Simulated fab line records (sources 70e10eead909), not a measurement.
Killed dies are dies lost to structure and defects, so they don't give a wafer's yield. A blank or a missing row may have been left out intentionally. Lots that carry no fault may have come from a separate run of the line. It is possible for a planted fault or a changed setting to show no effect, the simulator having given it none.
Chamber matching ; flow nand-harc ; rie-diel-06 running NHARC_A_ZERO_WELL_DESCUM_12: 4 sister chambers
The step chemistry O2, time 3 s. 8 wafers are shown with their chamber, then 8 later ones without.

== WAFERS, EACH WITH ITS CHAMBER ==
wafer;chamber;drypump-motor-current-A (A);oes-product-au (a.u.)
L571.4;1;5.7;1.009
L580.6;2;4.8;1.001
L581.3;2;4.8;1.000
L581.4;0;5.8;0.982
L582.3;3;6.0;0.989
L582.4;0;5.8;0.994
L582.5;1;5.8;1.000
L583.2;3;6.0;0.992

== WAFERS MISSING THEIR CHAMBER ==
wafer;drypump-motor-current-A (A);oes-product-au (a.u.)
L583.3;4.8;0.998
L583.6;6.0;0.982
L585.3;5.7;0.981
L585.4;4.8;0.986
L585.5;6.0;0.989
L590.1;5.7;0.990
L590.3;6.0;1.003
L590.5;5.7;1.003

== THE CHAMBER EACH PASSED THROUGH ==
wafer;from the rows above;in truth
L583.3;2;2
L583.6;3;3
L585.3;can't be placed: 0 or 1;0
L585.4;2;2
L585.5;3;3
L590.1;can't be placed: 0 or 1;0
L590.3;3;3
L590.5;1;1
Placed correctly: 6 of 8. These rows do not allow placing 2 (true chamber among the candidates in 2). Number placed wrongly: 0.
How it was worked out, from the rows above alone: a wafer's distance from a chamber is the root of the sum, over the readings, of the square of ((its reading less the chamber's mean) divided by the reading's scatter). The wafer belongs to the nearest chamber; if the next one is less than 2 further off, it can't be placed. A chamber's mean is the mean of its shown wafers. The scatter is the square root of a quotient: the sum, over the shown wafers, of each reading's squared deviation from its chamber's mean, divided by wafers minus chambers.
